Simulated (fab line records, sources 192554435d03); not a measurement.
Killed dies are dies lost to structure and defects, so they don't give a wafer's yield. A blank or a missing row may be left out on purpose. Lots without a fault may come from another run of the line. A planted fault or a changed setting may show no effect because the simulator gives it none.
Split-lot experiment | flow n5_finfet | 7 lots, 21 wafers read, on a route of 1938 steps

THE SPLIT
At N5_ILD0_ALD_15 (deposits SiNx, target thk 24 nm, pulse time 1 s, ald cycles 480), the setting ald_cycles was moved away from the recipe's 480 on 6 of the 21 wafers read, by -5.0% to +11.7%. The other wafers ran this setting at the recipe's value.

The reading is taken at the split's own step.

THE READING
SiNx_of_ILD0_ALD_15.thk_nm (the simulator's own value, which no gauge read), in nm, at N5_ILD0_ALD_15 (deposits SiNx, target thk 24 nm, pulse time 1 s, ald cycles 480). The file gives no usual value for it. The 15 wafers here that ran the recipe average 24.0 nm, standard deviation 0.073 nm.

wafer  | tool, chamber at the split | ald_cycles as run | against the recipe | SiNx_of_ILD0_ALD_15.thk_nm, nm | against lot-mates on the recipe
L079.3 | ald_sin-01, 1,2,0          | 480               | recipe             | 24                             | -
L079.4 | ald_sin-01, 1,2,0          | 480               | recipe             | 24                             | -
L079.5 | ald_sin-01, 1,2,0          | 480               | recipe             | 24                             | -
L087.2 | ald_sin-01, 2              | 480               | recipe             | 23.8                           | -
L087.4 | ald_sin-01, 0              | 522               | +8.7%              | 26                             | +2.1
L087.5 | ald_sin-01, 0              | 480               | recipe             | 24                             | -
L089.2 | ald_sin-02, 3              | 519               | +8.1%              | 26                             | +2.0
L089.5 | ald_sin-02, 3              | 519               | +8.1%              | 26                             | +2.0
L089.6 | ald_sin-02, 2              | 480               | recipe             | 24                             | -
L091.1 | ald_sin-02, 2              | 536               | +11.7%             | 27                             | +3.0
L091.4 | ald_sin-02, 1,3            | 480               | recipe             | 24                             | -
L091.6 | ald_sin-02, 1,3            | 480               | recipe             | 24                             | -
L093.2 | ald_sin-02, 3              | 480               | recipe             | 24.2                           | -
L093.5 | ald_sin-02, 2              | 480               | recipe             | 24                             | -
L093.6 | ald_sin-02, 1              | 456               | -5.0%              | 22.8                           | -1.3
L094.3 | ald_sin-02, 1,3,1          | 480               | recipe             | 24                             | -
L094.4 | ald_sin-02, 1,3,1          | 480               | recipe             | 24                             | -
L094.5 | ald_sin-02, 1,3,1          | 480               | recipe             | 24                             | -
L097.1 | ald_sin-04, 2              | 480               | recipe             | 24                             | -
L097.5 | ald_sin-04, 2              | 480               | recipe             | 24                             | -
L097.3 | ald_sin-04, 1              | 530               | +10.4%             | 26.6                           | +2.6
Where a row lists several chambers, the file gives one row for several wafers and doesn't say which wafer went through which chamber.

THE FIT
A straight line over all 21 wafers: SiNx_of_ILD0_ALD_15.thk_nm changes by +0.247 nm for each +1% of ald_cycles; r = +1.00; the points scatter about the line by 0.08 nm.
The same after taking each lot's own level away (the mean of its wafers on the recipe; 21 wafers): +0.25 nm for each +1%; r = +1.00; scatter 0.055 nm.
On that fit, the largest move of ald_cycles shifts the reading by 2.9 nm.
The lots' own levels span 23.90 to 24.10 nm, that is 2.7 times the standard deviation above.
So the lot-to-lot level changes the slope little: the two slopes agree.
Check: with one of the wafers moved furthest among these (+11.7%) left out of the fit, the line predicts +2.88 nm for it against its lot-mates. It came out at +3 nm against them.

OTHER SPLITS ON THESE WAFERS
These wafers also went through other splits before the reading. Each is held against what the fit with the lots' levels taken away leaves over:
other split on the same wafers | wafers away from the commonest value | r with SiNx_of_ILD0_ALD_15.thk_nm (lot level and that fit taken away)
N5_SD_EPI_N_PRECLEAN_49 time_s | 6                                    | +0.02

THE FILE'S OWN FIT
SiNx_of_ILD0_ALD_15.thk_nm changes by +0.25 nm for each +1% of ald_cycles, r = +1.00.
